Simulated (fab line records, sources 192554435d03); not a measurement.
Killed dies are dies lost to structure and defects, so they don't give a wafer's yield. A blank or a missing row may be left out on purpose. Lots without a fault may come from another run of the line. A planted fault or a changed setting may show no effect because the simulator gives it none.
Chamber matching | flow n5_finfet | N5_BEOL_M0_SAQP_ETCH_84 on rie_diel-01: 4 sister chambers
The step etches SOC in N2/H2, target depth 100 nm, overetch 20 nm, time 150 s. 4 wafers are shown with their chamber, then 9 later ones without.

WAFERS WITH THEIR CHAMBER
wafer  | chamber | showerhead_plenum_p_Torr (Torr)
L078.5 | 3       | 2.59
L083.1 | 0       | 2.69
L089.1 | 2       | 2.46
L089.6 | 1       | 2.55

WAFERS WITHOUT THEIR CHAMBER
wafer  | showerhead_plenum_p_Torr (Torr)
L091.1 | 2.58
L091.2 | 2.55
L091.3 | 2.46
L093.1 | 2.46
L093.5 | 2.46
L093.6 | 2.58
L095.2 | 2.46
L095.4 | 2.55
L095.5 | 2.55

WHICH CHAMBER EACH WENT THROUGH
wafer  | from the rows above | in truth
L091.1 | 3                   | 3
L091.2 | 1                   | 1
L091.3 | 2                   | 2
L093.1 | 2                   | 2
L093.5 | 2                   | 2
L093.6 | 3                   | 3
L095.2 | 2                   | 2
L095.4 | 1                   | 1
L095.5 | 1                   | 1
Placed correctly: 9 of 9. Can't be placed from these rows: 0. Placed wrongly: 0.
How it was worked out, from the rows above alone: a wafer's distance from a chamber is the root of the sum, over the readings, of the square of ((its reading less the chamber's mean) divided by the reading's scatter). The wafer belongs to the nearest chamber; if the next one is less than 2 further off, it can't be placed. A chamber's mean is the mean of its shown wafers. The scatter: with one shown wafer a chamber, the root of the mean of the squares of how far each hidden wafer lies from its nearest shown one.
